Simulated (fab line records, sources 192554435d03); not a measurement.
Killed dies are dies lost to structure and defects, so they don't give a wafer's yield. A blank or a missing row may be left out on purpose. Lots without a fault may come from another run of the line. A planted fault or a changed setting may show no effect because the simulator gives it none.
Chamber matching | flow n5_finfet | N5_BEOL_M2_CMP_52 on cmp-02: 4 sister chambers
The step polishes, stops on SiOC, t overpolish 6.8 s, target thk 40 nm. 14 wafers are shown with their chamber, then 7 later ones without.

WAFERS WITH THEIR CHAMBER
wafer  | chamber | motor_current_A (A) | time_to_endpoint_s (s) | retaining_ring_pressure_frac
L075.2 | 0       | 7.8                 | 65.6                   | 0.999
L075.4 | 2       | 6.1                 | 62.2                   | 0.995
L075.6 | 2       | 6.0                 | 63.7                   | 0.998
L076.1 | 1       | 6.3                 | 65.0                   | 0.995
L076.4 | 0       | 7.3                 | 65.5                   | 1.002
L076.6 | 0       | 7.9                 | 62.3                   | 0.997
L078.2 | 2       | 5.9                 | 60.1                   | 1.001
L078.4 | 3       | 6.0                 | 63.1                   | 1.002
L078.6 | 0       | 7.5                 | 64.8                   | 1.003
L080.1 | 3       | 6.0                 | 62.4                   | 1.003
L080.3 | 2       | 6.1                 | 61.5                   | 1.002
L080.5 | 0       | 7.4                 | 64.3                   | 1.006
L082.1 | 0       | 7.2                 | 64.4                   | 1.000
L082.4 | 3       | 5.9                 | 64.1                   | 0.998

SIGNATURES (means of the wafers above)
reading                      | chamber 0 | chamber 1 | chamber 2 | chamber 3 | scatter within a chamber
motor_current_A              | 7.517     | 6.300     | 6.025     | 5.967     | 0.206
time_to_endpoint_s           | 64.483    | 65.000    | 61.875    | 63.200    | 1.24
retaining_ring_pressure_frac | 1.00117   | 0.99500   | 0.99900   | 1.00100   | 0.00308
Rule: a wafer's distance from a chamber is the root of the sum, over the readings, of the square of ((its reading less the chamber's mean) divided by the reading's scatter). The wafer belongs to the nearest chamber; if the next one is less than 2 further off, it can't be placed. The scatter: the root of (the sum of the squares of (reading less its chamber's mean) over the shown wafers, divided by (wafers less chambers)).

WAFERS WITHOUT THEIR CHAMBER
wafer  | motor_current_A (A) | time_to_endpoint_s (s) | retaining_ring_pressure_frac
L082.5 | 6.4                 | 66.1                   | 1.001
L095.2 | 6.4                 | 66.9                   | 1.010
L095.5 | 6.5                 | 63.0                   | 0.994
L095.6 | 6.5                 | 65.7                   | 1.005
L096.1 | 5.8                 | 68.3                   | 1.002
L096.2 | 7.9                 | 64.8                   | 1.008
L096.5 | 5.9                 | 66.8                   | 1.005

WHICH CHAMBER EACH WENT THROUGH
wafer  | from the rows above               | in truth
L082.5 | can't be placed: 1 or 3 or 2      | 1
L095.2 | can't be placed: 3 or 1 or 2 or 0 | 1
L095.5 | can't be placed: 1 or 2 or 3      | 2
L095.6 | can't be placed: 1 or 3 or 2 or 0 | 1
L096.1 | can't be placed: 3 or 1 or 2      | 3
L096.2 | 0                                 | 0
L096.5 | can't be placed: 3 or 1 or 2      | 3
Placed correctly: 1 of 7. Can't be placed from these rows: 6 (the true chamber is among the candidates in 6). Placed wrongly: 0.
